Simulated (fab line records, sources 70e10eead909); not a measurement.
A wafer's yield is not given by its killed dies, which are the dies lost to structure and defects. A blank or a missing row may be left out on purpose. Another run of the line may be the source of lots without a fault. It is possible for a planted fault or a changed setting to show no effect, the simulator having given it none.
Matching of chambers | flow nandHarc | 4 sister chambers for NHARC_A_STAIRCASE_ETCH_444 on rieDiel-06
The step etches the open film in C4F8/O2, target depth 20400 nm, time 6800 s. 4 wafers are shown with their chamber, then 9 later ones without.

WAFERS PAIRED WITH THEIR CHAMBERS
wafer  | chamber | rfVppV (V)
L090.1 | 0       | 806
L090.4 | 1       | 805
L091.1 | 3       | 806
L091.6 | 2       | 809

WAFERS WITH NO CHAMBER GIVEN
wafer  | rfVppV (V)
L094.1 | 808
L094.2 | 806
L094.6 | 803
L096.2 | 807
L096.3 | 803
L096.5 | 804
L097.3 | 806
L097.4 | 804
L097.6 | 807

WHICH CHAMBER EACH ONE RAN IN
wafer  | from the rows above               | in truth
L094.1 | can't be placed: 2 or 0 or 3 or 1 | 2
L094.2 | can't be placed: 0 or 3 or 1      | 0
L094.6 | can't be placed: 1 or 0 or 3      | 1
L096.2 | can't be placed: 0 or 3 or 1 or 2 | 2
L096.3 | can't be placed: 1 or 0 or 3      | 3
L096.5 | can't be placed: 1 or 0 or 3      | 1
L097.3 | can't be placed: 0 or 3 or 1      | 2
L097.4 | can't be placed: 1 or 0 or 3      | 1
L097.6 | can't be placed: 0 or 3 or 1 or 2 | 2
Correct placement for 0 of the 9. From these rows, 9 cannot be placed; in 8 the true chamber is one of the candidates. Wrongly placed: 0.
How it was worked out, from the rows above alone: a wafer's distance from a chamber is the root of the sum, over the readings, of the square of ((its reading less the chamber's mean) divided by the reading's scatter). If the next closest chamber is less than 2 further off than the closest, the wafer can't be placed; otherwise it belongs to the closest. For every chamber, the mean is computed from those of its wafers that are shown. The scatter (one wafer shown for each chamber): square how far every hidden wafer sits from the nearest shown wafer, average those squares and take the square root.
